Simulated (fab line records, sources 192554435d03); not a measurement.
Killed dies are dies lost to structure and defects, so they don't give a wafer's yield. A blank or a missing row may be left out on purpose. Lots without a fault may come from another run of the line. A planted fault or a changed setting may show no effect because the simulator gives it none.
Which tool did it? | flow n5_finfet | 12 lots, 36 wafers sampled, at 1 step of a route of 1938

WHAT THE GAUGES READ, wafer by wafer
N5_ZERO_LAYER_CD_MEAS_11: target cd 2000 nm.
lot  | measured    | on        | cd_nm (nm)
L606 | day 1 12:46 | cd_sem-03 | 2001.0 2001.7 2003.0
L608 | day 2 00:46 | cd_sem-01 | 1998.1 2001.9 2000.9
L611 | day 2 18:40 | cd_sem-02 | 1996.6 1998.8 1998.9
L613 | day 3 06:46 | cd_sem-03 | 1999.0 1996.4 2001.7
L614 | day 3 12:38 | cd_sem-03 | 2000.2 1997.6 1999.9
L619 | day 4 18:38 | cd_sem-03 | 2001.3 1999.7 2001.3
L620 | day 5 00:40 | cd_sem-01 | 1999.2 2001.4 2001.3
L621 | day 5 06:47 | cd_sem-01 | 1999.3 2000.7 2000.7
L626 | day 6 12:38 | cd_sem-03 | 2000.2 2001.5 1996.7
L627 | day 6 18:57 | cd_sem-02 | 1999.8 2001.3 1998.5
L628 | day 7 00:38 | cd_sem-01 | 2002.2 1999.4 2001.6
L629 | day 7 06:38 | cd_sem-02 | 2000.8 1999.7 2000.4

WHICH TOOL RAN EACH LOT (tool, then ch and the chambers of the sampled wafers, then the start)
The record holds no process step before these readings.

WHAT THE TOOLS THEMSELVES READ (means of the sampled wafers that have a number; where no wafer has one, the mark that the record gives instead)
The record holds no such reading with a usual standard deviation.

THE ANSWER, worked out from the rows above alone
Rule: what is usual is taken from the lots themselves. Put in order of their means at a reading, lots are off if they are a third of the lots or fewer, leave a main group of 4 or more, and stand apart from it by a gap of 3 or more times the standard deviation of the main group's means; of several such gaps the widest counts. A main group whose means are all the same, to the digits that the tables above print for the reading, isn't used. A lot without any number at a reading at which 4 lots or more have one is off too. The other lots that the step has rows for count as sound. The gauges are gone through in route order, then the tools' own readings, and for those a lot's mean is taken as printed above. The first step at which some lot is off is used, and at that step the reading that is off furthest; a lot without a number counts as furthest.
No lot is off at any reading shown: from this, nothing can be told.

WHAT THE SIMULATOR HAD PUT IN
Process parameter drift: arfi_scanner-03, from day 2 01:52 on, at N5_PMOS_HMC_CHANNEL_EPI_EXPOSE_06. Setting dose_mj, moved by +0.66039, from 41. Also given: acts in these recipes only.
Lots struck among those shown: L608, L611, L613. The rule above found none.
